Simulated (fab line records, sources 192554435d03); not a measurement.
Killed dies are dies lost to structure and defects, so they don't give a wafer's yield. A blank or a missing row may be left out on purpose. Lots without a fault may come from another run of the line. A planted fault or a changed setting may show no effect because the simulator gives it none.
Chamber matching | flow n5_finfet | N5_BEOL_M11_PECVD_70 on pecvd-01: 3 sister chambers
The step deposits SiO2 from TEOS/O2, target thk 20 nm, time 22.7 s. 22 wafers are shown with their chamber, then 11 later ones without.

WAFERS WITH THEIR CHAMBER
wafer  | chamber | throttle_valve_pct (%) | showerhead_plenum_p_Torr (Torr) | heater_power_w (W)
L074.2 | 0       | 21.8                   | 8.72                            | 755
L074.4 | 0       | 21.8                   | 8.73                            | 747
L074.5 | 2       | 22.2                   | 8.69                            | 588
L076.1 | 1       | 24.7                   | 8.59                            | 575
L076.2 | 0       | 21.8                   | 8.74                            | 777
L076.3 | 2       | 22.1                   | 8.71                            | 662
L081.2 | 2       | 21.7                   | 8.70                            | 703
L081.3 | 1       | 24.9                   | 8.60                            | 642
L081.4 | 2       | 22.0                   | 8.72                            | 712
L082.1 | 2       | 21.9                   | 8.68                            | 678
L082.2 | 1       | 24.8                   | 8.60                            | 666
L082.4 | 1       | 25.0                   | 8.61                            | 661
L084.1 | 1       | 24.9                   | 8.60                            | 658
L084.5 | 2       | 22.2                   | 8.72                            | 646
L084.6 | 1       | 24.9                   | 8.60                            | 664
L087.2 | 2       | 22.2                   | 8.69                            | 697
L087.5 | 0       | 22.0                   | 8.72                            | 816
L087.6 | 2       | 22.0                   | 8.71                            | 673
L088.1 | 2       | 22.3                   | 8.71                            | 612
L088.2 | 1       | 25.1                   | 8.60                            | 623
L088.6 | 1       | 24.9                   | 8.59                            | 616
L089.1 | 2       | 22.1                   | 8.70                            | 610

SIGNATURES (means of the wafers above)
reading                  | chamber 0 | chamber 1 | chamber 2 | scatter within a chamber
throttle_valve_pct       | 21.850    | 24.900    | 22.070    | 0.147
showerhead_plenum_p_Torr | 8.7275    | 8.5987    | 8.7030    | 0.0107
heater_power_w           | 773.75    | 638.12    | 658.10    | 37.4
Rule: a wafer's distance from a chamber is the root of the sum, over the readings, of the square of ((its reading less the chamber's mean) divided by the reading's scatter). The wafer belongs to the nearest chamber; if the next one is less than 2 further off, it can't be placed. The scatter: the root of (the sum of the squares of (reading less its chamber's mean) over the shown wafers, divided by (wafers less chambers)).

WAFERS WITHOUT THEIR CHAMBER
wafer  | throttle_valve_pct (%) | showerhead_plenum_p_Torr (Torr) | heater_power_w (W)
L089.3 | 22.0                   | 8.72                            | 772
L089.5 | 25.0                   | 8.62                            | 597
L090.3 | 24.6                   | 8.59                            | 592
L090.4 | 24.7                   | 8.60                            | 593
L090.6 | 22.1                   | 8.73                            | 690
L096.1 | 22.0                   | 8.74                            | 757
L096.2 | 22.1                   | 8.71                            | 589
L096.5 | 21.9                   | 8.73                            | 783
L097.2 | 22.0                   | 8.73                            | 792
L097.3 | 22.3                   | 8.72                            | 596
L097.6 | 21.9                   | 8.70                            | 787

WHICH CHAMBER EACH WENT THROUGH
wafer  | from the rows above     | in truth
L089.3 | 0                       | 0
L089.5 | 1                       | 1
L090.3 | 1                       | 1
L090.4 | 1                       | 1
L090.6 | can't be placed: 2 or 0 | 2
L096.1 | 0                       | 0
L096.2 | 2                       | 2
L096.5 | 0                       | 0
L097.2 | 0                       | 0
L097.3 | 2                       | 2
L097.6 | can't be placed: 0 or 2 | 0
Placed correctly: 9 of 11. Can't be placed from these rows: 2 (the true chamber is among the candidates in 2). Placed wrongly: 0.
